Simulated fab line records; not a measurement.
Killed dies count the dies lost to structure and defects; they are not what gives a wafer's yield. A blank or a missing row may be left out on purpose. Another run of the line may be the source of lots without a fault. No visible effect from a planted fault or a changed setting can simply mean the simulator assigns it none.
2 desks looking at one fault -- flow n5 finfet -- only its own numbers are on each desk; what lay behind them is given at the end

== FOR THE TOOL OWNER'S DESK: rie diel-01 ==
The tool's own readings at N5_BEOL_M7_ETCH_72 (etches underlayer in N2/H2, target depth 6.5 nm, time 5.2 s): means of the sampled wafers that have a number, for each lot that ran on this tool. The brackets show how far a lot's mean lies from the usual mean; more than 4 standard deviations puts the lot out of limits, marked OUT. Shown here are 7 of its 8 readings, the ones lying furthest out on some lot.
Columns: A = chamber pressure mTorr at N5_BEOL_M7_ETCH_72, usual 30.01 mTorr; B = drypump motor current A at N5_BEOL_M7_ETCH_72, usual 5.7 A; C = etch rf on time s at N5_BEOL_M7_ETCH_72, usual 5.20 s; D = oes product au at N5_BEOL_M7_ETCH_72, usual 0.68 a.u.; E = rf vpp V at N5_BEOL_M7_ETCH_72, usual 523.8 V; F = showerhead plenum p Torr at N5_BEOL_M7_ETCH_72, usual 2.54 Torr; G = throttle valve pct at N5_BEOL_M7_ETCH_72, usual 17.75 %
lot,first seen here,A,B,C,D,E,F,G
L499,day 9 03:41,30.03,4.7,5.07,0.77,525.6,2.57,17.59
L509,day 11 11:35,30.04,5.9,5.24,0.72,522.5,2.50,17.67
L521,day 15 08:50,29.97,5.9,5.18,0.70,522.4,2.49,17.72
L522,day 15 09:14,30.01,5.8,5.13,0.71,521.1,2.50,17.67
This desk's finding: nothing out of limits on any of the 4 lots.

== THE METROLOGY DESK ==
Lot by lot, what the gauges showed, no matter which tool ran the lot: averages of those sampled wafers that carry a number. The brackets show how far a lot's mean lies from the usual mean; more than 4 standard deviations puts the lot out of limits, marked OUT.
Columns: A = trench depth nm at N5_BEOL_M6_OCD_MEAS_38, usual 94.1 nm; B = V6_OVL at N5_BEOL_M7_OVL_MEAS_29, usual 0.0 nm
lot,first seen here,A,B
L499,day 8 19:50,94.0,-0.4
L502,day 9 11:49,93.5,0.3
L504,day 9 18:56,94.0,-0.9
L506,day 10 09:11,94.2,0.6
L509,day 11 05:50,92.9,-0.1
L510,day 11 10:05,95.5,1.4
L511,day 11 11:59,93.7,-0.4
L512,day 12 07:02,94.1,-0.8
L520,day 14 00:10,95.2,-0.3
L521,day 14 23:15,94.4,-0.0
L522,day 14 23:39,95.8,-0.6
This desk's finding: nothing out of limits on any of the 11 lots.

== ALL TOGETHER ==
The desk of the tool owner found nothing out of limits.
Nothing out of limits was seen by the metrology desk.

== WHAT THE SIMULATOR PUT IN ==
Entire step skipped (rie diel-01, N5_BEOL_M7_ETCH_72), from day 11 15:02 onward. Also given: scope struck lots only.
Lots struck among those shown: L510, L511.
